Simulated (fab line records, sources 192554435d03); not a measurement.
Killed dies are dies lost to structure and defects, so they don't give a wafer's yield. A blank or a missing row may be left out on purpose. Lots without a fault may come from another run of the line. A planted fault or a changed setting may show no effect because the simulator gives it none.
fab line records | flow n5_finfet
record lots=3 wafers=9 last_day=17
route steps=1938 shown BEOL_M2@919 BEOL_M3@931 BEOL_M4@1111 PASSIVATION@1936
lots that met no fault: from a run of the same line without faults
start_h: hours from the record's first day to the start of the lot's first wafer shown | wait_h: hours since the lot's step before | " the same as in the row above | L1.1+2: a row that stands for several wafers | - no value, or no start given | * or withheld: withheld | < > ~ a bound
route shown NAME@n: a module of which the file shows steps, and the number in the route of the first | usual: mean/standard deviation of fault-free wafers | same: alike in all rows | chamber/n: place in a boat | sites: the reading at each site | _std_site: their standard deviation | _edge_site: outer sites' mean less inner sites' | radius_mm: how far each site lies from the wafer's centre | mask NAME#n: copy n | behind: the tool/chamber that last shaped the wafer | hold: why the lot was held/for how many hours/how that ended | device: the transistor (n, p or np) that didn't switch | end of line: the same wafers' tests at the end of the route | a step without rows: its recipe alone | killed: dies lost to structure and defects at the first sort, not the wafer's yield | map: a wafer's dies, x killed, . not, _ none there
set.NAME: the setting as run; set.NAME@STEP: as run at that earlier step | model.NAME: the simulator's own value behind a step, which no gauge read
lots at some steps of the route; a table a step, a row a wafer
services: from which hour (start_h, from the record's first day; less than 0 if before it) a tool's chamber was out of use, for how many hours, and why
## steps
# step N5_BEOL_M2_ANNEAL_95
# recipe temp_c=400 time_s=240 ambient=vacuum
# step N5_BEOL_M2_SPUTTER_96
# recipe material=Cu target_thk_a=45 temp_c=-20 chamber_pressure_pa=0.07 power_w=withheld time_s=8.29
# step N5_BEOL_M2_ECD_50
# recipe material=Cu target_thk_a=3000
# step N5_BEOL_M2_ANNEAL_51
# recipe temp_c=225 time_s=90 ambient=N2
# step N5_BEOL_M2_CMP_52
# recipe stop_on=SiOC t_overpolish_s=6.8 down_force_psi=1 platen_rpm=50 clearing_platen_down_force_psi=1.5 clearing_platen_rpm=50 post_cmp_clean=cu_alkaline target_thk_nm=40 clearing_platen_pad_velocity_m_s=0.99484 pad_velocity_m_s=0.99484
# step N5_BEOL_M2_PRE_CLEAN_60
# recipe gas=NH3/H2 time_s=15 temp_c=* rf_power_w=300
# step N5_BEOL_M2_CO_CAP_55
# recipe material=Co target_thk_a=20 temp_c=200 precursor=CCTBA/H2 pressure_torr=30 time_s=102.1
# step N5_BEOL_M2_PRE_CLEAN_56
# recipe gas=NH3 time_s=15 temp_c=withheld rf_power_w=300
# step N5_BEOL_M2_DEP_57
# recipe material=SiCN target_thk_a=80 temp_c=withheld precursor=3MS/NH3 pressure_torr=3 rf_w=202 time_s=14
# step N5_BEOL_M3_ILD_DEP_00
# recipe material=SiOC target_thk_a=790 temp_c=350 precursor=DEMS/O2 pressure_torr=5 rf_w=500 time_s=15.3
# usual heater_power_w=459/81 showerhead_plenum_p_Torr=5.693/0.01 throttle_valve_pct=11.8/0.59
# columns lot.wafer tool chamber start_h wait_h heater_power_w showerhead_plenum_p_Torr throttle_valve_pct model.SiOC_of_BEOL_M3_ILD_DEP_00.thk_nm
L798.2 pecvd-03 0 177.08 0.0 642 5.679 12.7 78.2
L798.4 " 1 " " 352 5.686 12.1 79.2
L798.5 " 0 " " 664 5.687 12.5 78.6
L807.2 pecvd-03 0 226.96 0.0 561 5.691 12.4 85.2
L807.5 " 0 " " 556 5.685 12.8 80
L807.6 " 2 " " 316 5.702 11.2 79.8
L816.1 pecvd-04 1 278.09 0.0 447 5.669 11.5 76.4
L816.3 " 0 " " 539 5.696 12.8 77.8
L816.5 " 0 " " 535 5.695 12.6 78.6
# step N5_BEOL_M3_THK_MEAS_01
# recipe reads=SiOC_of_BEOL_M3_ILD_DEP_00
# usual M3_ILD_THK=78.9/1
# columns lot.wafer tool chamber start_h wait_h M3_ILD_THK[nm]
L798.2 film_metro-01 - 177.15 0.1 78.2
L798.4 " - " " 79.2
L798.5 " - " " 78.6
L807.2 film_metro-01 - 227.03 0.1 85.1
L807.5 " - " " 80.0
L807.6 " - " " 79.8
L816.1 film_metro-02 - 278.16 0.0 76.4
L816.3 " - " " 77.9
L816.5 " - " " 78.5
# step N5_BEOL_M3_PECVD_72
# recipe material=SiO2 target_thk_a=160 temp_c=400 precursor=TEOS/O2 pressure_torr=5.5 rf_w=450 teos_flow_sccm=53.8 gas=O2 flow_sccm=3000 time_s=18
# step N5_BEOL_M3_HM_DEP_02
# recipe material=TiN target_thk_a=200 temp_c=25 chamber_pressure_pa=0.49996
# step N5_BEOL_M3_COAT_61
# recipe resist=SOC temp_c=250 time_s=60 spin_rpm=1500 resist_thk_nm=60
# step N5_BEOL_M3_COAT_62
# recipe resist=SiARC temp_c=220 time_s=60 spin_rpm=1500 resist_thk_nm=12
# step N5_BEOL_M3_COAT_73
# recipe resist=underlayer temp_c=205 time_s=60 spin_rpm=1500 resist_thk_nm=5
# step N5_BEOL_M3_COAT_05
# recipe resist=CAR-EUV spin_rpm=1500 resist_thk_nm=30
# step N5_BEOL_M3_EBR_07
# recipe solvent=PGMEA ebr_width_mm=1.5
# step N5_BEOL_M3_SOFTBAKE_06
# recipe temp_c=110 time_s=60 resist=CAR-EUV
# step N5_BEOL_M3_EXPOSE_08
# recipe mask_id=M3 na=0.33 source_shape=dipole sigma_inner=0.369 sigma_outer=0.767 polarization=unpolarized dose_mj=33
# step N5_BEOL_M3_PEB_09
# recipe peb_temp_c=100 peb_time_s=60 resist=CAR-EUV
# step N5_BEOL_M3_DEVELOP_10
# recipe develop_time_s=30 developer=TMAH resist=CAR-EUV rinse_liquid=surfactant_rinse dry=air_spin dev_temp_c=23
# step N5_BEOL_M3_DESCUM_16
# recipe chemistry=O2 time_s=7 source_power_w=50 bias_power_w=20 pressure_mtorr=20 rf_frequency_hz=2.712e+07 temp_c=40 resist=CAR-EUV o2_flow_sccm=225
# step N5_BEOL_M3_ETCH_74
# recipe chemistry=N2/H2 target=underlayer target_depth_a=65 mask_material=CAR-EUV time_s=5.2 ion_energy_ev=200 pressure_mtorr=30 source_w=840 bias_w=150 n2_flow_sccm=200 h2_flow_sccm=200 ends=cleared
# step N5_BEOL_M3_ETCH_63
# recipe chemistry=CF4 target=SiARC target_depth_a=156 mask_material=CAR-EUV time_s=26 ion_energy_ev=80 pressure_mtorr=40 source_w=545 bias_w=36 Ar_flow_sccm=100 cf4_flow_sccm=100 ends=cleared
# step N5_BEOL_M3_ETCH_64
# recipe chemistry=N2/H2 target=SOC target_depth_a=750 overetch_a=150 mask_material=SiARC temp_c=40 time_s=112.5 ion_energy_ev=200 pressure_mtorr=30 source_w=840 bias_w=150 n2_flow_sccm=200 h2_flow_sccm=200
# step N5_BEOL_M3_STRIP_65
# recipe chemistry=N2/H2 temp_c=40 n2_flow_sccm=200 h2_flow_sccm=200 rf_frequency_hz=6e+07
# step N5_BEOL_M3_STRIP_75
# recipe chemistry=N2/H2 temp_c=40 n2_flow_sccm=200 h2_flow_sccm=200 rf_frequency_hz=6e+07
# step N5_BEOL_M3_STRIP_66
# recipe chemistry=CF4 resist=SiARC power_w=300 bias_power_w=75 pressure_mtorr=50 cf4_flow_sccm=150 rf_frequency_hz=6e+07
# step N5_BEOL_M3_HM_OPEN_17
# recipe chemistry=Cl2/BCl3 target_depth_a=200 overetch_a=60 target=TiN mask_material=SOC ion_energy_ev=150 pressure_mtorr=10 icp_w=1000 bias_w=126 Cl2_flow_sccm=53.25 bcl3_flow_sccm=21.75 Ar_flow_sccm=25
# step N5_BEOL_M3_STRIP_19
# recipe chemistry=O2 power_w=400 temp_c=40 pressure_mtorr=30 rf_frequency_hz=6e+07 bias_power_w=0 overash_fraction=0.2 o2_flow_sccm=225
# step N5_BEOL_M3_COAT_67
# recipe resist=SOC temp_c=250 time_s=60 spin_rpm=1500 resist_thk_nm=60
# step N5_BEOL_M3_COAT_68
# recipe resist=SiARC temp_c=220 time_s=60 spin_rpm=1500 resist_thk_nm=12
# step N5_BEOL_M3_COAT_76
# recipe resist=underlayer temp_c=205 time_s=60 spin_rpm=1500 resist_thk_nm=5
# step N5_BEOL_M3_COAT_22
# recipe resist=CAR-EUV spin_rpm=1500 resist_thk_nm=30
# step N5_BEOL_M3_CMP_52
# recipe stop_on=SiOC t_overpolish_s=6.8 down_force_psi=1 platen_rpm=50 clearing_platen_down_force_psi=1.5 clearing_platen_rpm=50 post_cmp_clean=cu_alkaline target_thk_nm=40 clearing_platen_pad_velocity_m_s=0.99484 pad_velocity_m_s=0.99484
# usual edge_zone_pressure_frac=1.000/0.0049 motor_current_A=6.1/0.62 slurry_flow_ml_min=150.0/0.45
# columns lot.wafer tool chamber start_h wait_h edge_zone_pressure_frac motor_current_A slurry_flow_ml_min model.Cu_of_BEOL_M3_ECD_50.thk_nm model.SiOC_of_BEOL_M3_ILD_DEP_00.thk_nm
L798.4 cmp-04 1 185.14 0.1 0.999 5.6 149.4 41.6 76.2
L798.2 " 2 " " 1.002 5.2 150.1 41.8 75.2
L798.5 " 2 " " 1.006 5.0 149.4 42.2 75.6
L807.2 cmp-01 0 240.80 0.2 1.000 6.1 149.6 47 82.2
L807.6 " 3 " " 1.002 5.3 150.6 42.6 76.8
L807.5 " 0 " " 0.996 5.8 149.9 41.8 77
L816.1 cmp-02 3 297.70 0.3 1.002 5.8 150.0 38.2 73.4
L816.3 " 1 " " 1.001 5.6 150.1 39.2 74.8
L816.5 " 2 " " 1.002 7.1 150.1 39.4 75.6
# step N5_BEOL_M4_RC_MEAS_101
# usual DIBL_N=35.7/1.5 DIBL_P=35.7/2 IOFF_N=0.155/0.026 IOFF_P=0.20/0.031 ION_N=675/11 ION_P=462/7.1 SS_N=71.3/0.57 SS_P=73.1/0.56 VT_N=250/3 VT_P=-251/3
# columns lot.wafer tool chamber start_h wait_h DIBL_N[mV/V] DIBL_P[mV/V] IOFF_N[nA/um] IOFF_P[nA/um] ION_N[uA/um] ION_P[uA/um] SS_N[mV/dec] SS_P[mV/dec] VT_N[mV] VT_P[mV]
L798.2 prober-01 0 195.33 0.2 37.9 37.7 0.196 0.27 697 470 72.5 73.8 247 -247
L798.4 " 0 " " 36.5 35.2 0.153 0.23 669 464 72.6 73.1 251 -247
L798.5 " 0 " " 33.7 32.2 0.122 0.18 665 457 70.8 72.2 251 -252
L807.2 prober-01 0 253.04 0.2 34.4 34.6 0.141 0.20 663 458 71.4 72.4 251 -249
L807.5 " 0 " " 36.3 37.5 0.201 0.26 705 483 71.1 73.9 244 -247
L807.6 " 0 " " 35.1 35.7 0.160 0.21 674 461 71.1 72.9 247 -247
L816.1 prober-02 0 311.93 0.0 36.3 37.6 0.193 0.26 693 474 71.5 73.7 245 -245
L816.3 " 0 " " 35.5 35.5 0.161 0.22 678 457 71.8 72.8 249 -248
L816.5 " 0 " " 33.8 34.1 0.143 0.20 677 466 70.8 72.3 250 -251
# step N5_PASSIVATION_PROBE_49
# usual defect_limited_yield=91.4/1.5 killed_at_M0_to_M3=34/10 killed_at_M4_up=15/6 killed_at_contacts=12/6 killed_at_front_end=37/11 killed_at_other=3.3/2.8 killed_dies=101/18 killed_open=66/14 killed_short=33/7.8 sort_bin_5_function=5.0/0.97 sort_bin_6_memory=3.2/0.72 sort_bin_8_speed=0.00/0.01 sort_n_pass=1079/18 sort_yield_pct=91.4/1.5
# same gross_dies=1180 killed_at_back_side=0 sort_bin_4_leakage[%]=0
# columns lot.wafer tool chamber start_h wait_h defect_limited_yield[%] killed_at_M0_to_M3 killed_at_M4_up killed_at_contacts killed_at_front_end killed_at_other killed_dies killed_open killed_short sort_bin_5_function[%] sort_bin_6_memory[%] sort_bin_8_speed[%] sort_n_pass sort_yield_pct[%]
L807.2 prober-02 - 365.88 0.1 89.2 33 11 13 68 2 127 85 41 6.2 4.3 0 1053 89.2
L807.5 prober-02 - 366.03 0.2 93.8 20 7 7 39 0 73 48 24 4.1 1.9 0 1107 93.8
L807.6 prober-02 - 366.08 0.3 89.4 45 10 8 61 1 125 74 51 6.9 3.2 0 1055 89.4
L816.1 prober-02 - 417.95 0.0 94.6 27 7 4 24 2 64 39 25 3.1 2.1 0 1116 94.6
L816.3 prober-02 - 418.05 0.1 91.9 38 11 4 38 5 96 61 35 5.0 2.9 0 1084 91.9
L816.5 prober-02 - 418.15 0.2 91.9 42 9 7 34 3 95 61 34 3.6 4.2 0 1085 91.9
# killed by level:class
L807.2 FIN_SAQP:geometric_particle:open=16 STI_FIN_REVEAL:geometric_particle:open=12 BEOL_M0_SAQP:geometric_particle:open=12 FIN_SAQP:geometric_particle:short=11 MOL_CONTACT_COAG:geometric_particle:open=11 GATE_CUT:geometric_particle:short=9 BEOL_M0_SAQP:geometric_particle:short=8 BEOL_M4:geometric_particle:open=6
L807.5 FIN_SAQP:geometric_particle:open=11 GATE_CUT:geometric_particle:short=5 BEOL_M0_SAQP:geometric_particle:open=5 BEOL_M0:geometric_particle:open=5 GATE_CUT:geometric_particle:open=4 MOL_CONTACT_COAG:geometric_particle:short=4 BEOL_M2:geometric_particle:open=3 DUMMY_GATE:geometric_particle:open=3
L807.6 FIN_SAQP:geometric_particle:open=13 BEOL_M0_SAQP:geometric_particle:short=13 BEOL_M0_SAQP:geometric_particle:open=13 FIN_SAQP:geometric_particle:short=10 DUMMY_GATE:geometric_particle:open=9 GATE_CUT:geometric_particle:short=9 BEOL_M3:geometric_particle:open=7 MOL_CONTACT_COAG:geometric_particle:open=5
L816.1 DUMMY_GATE:geometric_particle:open=8 BEOL_M2:geometric_particle:open=7 BEOL_M0_SAQP:geometric_particle:short=6 BEOL_M0_SAQP:geometric_particle:open=5 STI_FIN_REVEAL:geometric_particle:open=4 FIN_SAQP:geometric_particle:short=3 MOL_CONTACT_COAG:geometric_particle:open=3 BEOL_M4:geometric_particle:open=3
L816.3 FIN_SAQP:geometric_particle:open=10 BEOL_M0_SAQP:geometric_particle:short=10 BEOL_M3:geometric_particle:open=7 BEOL_M0_SAQP:geometric_particle:open=6 BEOL_M4:geometric_particle:open=6 FIN_SAQP:geometric_particle:short=5 STARTING-WAFER:geometric_particle:open=5 STARTING-WAFER:geometric_particle:short=5
L816.5 BEOL_M0_SAQP:geometric_particle:short=10 FIN_SAQP:geometric_particle:open=8 BEOL_M0_SAQP:geometric_particle:open=8 BEOL_M2:geometric_particle:open=7 GATE_CUT:geometric_particle:open=6 BEOL_M4:geometric_particle:open=6 FIN_SAQP:geometric_particle:short=5 GATE_CUT:geometric_particle:short=5
## services
# columns tool chamber start_h hours kind
cmp-04 - 153.99 1.2 repair
cmp-04 - 158.51 4.0 pm
cmp-04 - 162.51 - consumable_replace:conditioner
cmp-04 - 162.51 - consumable_replace:pad
cmp-04 - 162.88 7.6 repair
pecvd-04 2 165.21 5.5 scheduled_down
cmp-01 - 168.17 4.1 pm
pecvd-04 1 178.00 2.1 scheduled_down
cmp-01 - 179.11 2.5 repair
pecvd-04 2 180.13 2.1 scheduled_down
cmp-02 - 183.37 4.0 pm
cmp-01 - 192.70 7.2 repair
pecvd-03 2 209.24 13.2 repair
pecvd-04 0 214.44 25.6 repair
cmp-02 - 223.26 4.3 pm
cmp-02 - 227.88 1.6 repair
cmp-01 - 234.04 3.7 pm
cmp-04 - 236.65 5.7 pm
pecvd-04 2 242.61 6.9 repair
pecvd-03 1 260.12 40.9 repair
cmp-04 - 275.29 2.0 repair
pecvd-03 - 276.82 6.0 pm
cmp-01 - 288.82 1.2 repair
pecvd-04 2 289.93 9.3 repair
## key
first_sign step=N5_BEOL_M3_THK_MEAS_01 reading=M3_ILD_THK direction=up sigmas=5.9 usual=78.9 struck=85.1
effect none on later readings
model_effect step=N5_BEOL_M3_ILD_DEP_00 value=SiOC_of_BEOL_M3_ILD_DEP_00.thk_nm without=78.2 struck=85.2
model_effect step=N5_BEOL_M3_CMP_52 value=Cu_of_BEOL_M3_ECD_50.thk_nm without=40 struck=47
met_at N5_BEOL_M3_ILD_DEP_00
struck_wafers L807.2
onset_between 177.08 226.96
fault kind=process_parameter_drift tool=pecvd-03 chamber=- onset_h=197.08 steps=N5_BEOL_M3_ILD_DEP_00 channel=time_s offset=* shape=step end_h=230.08 scope=struck_wafers_only acts_in=* stated=*
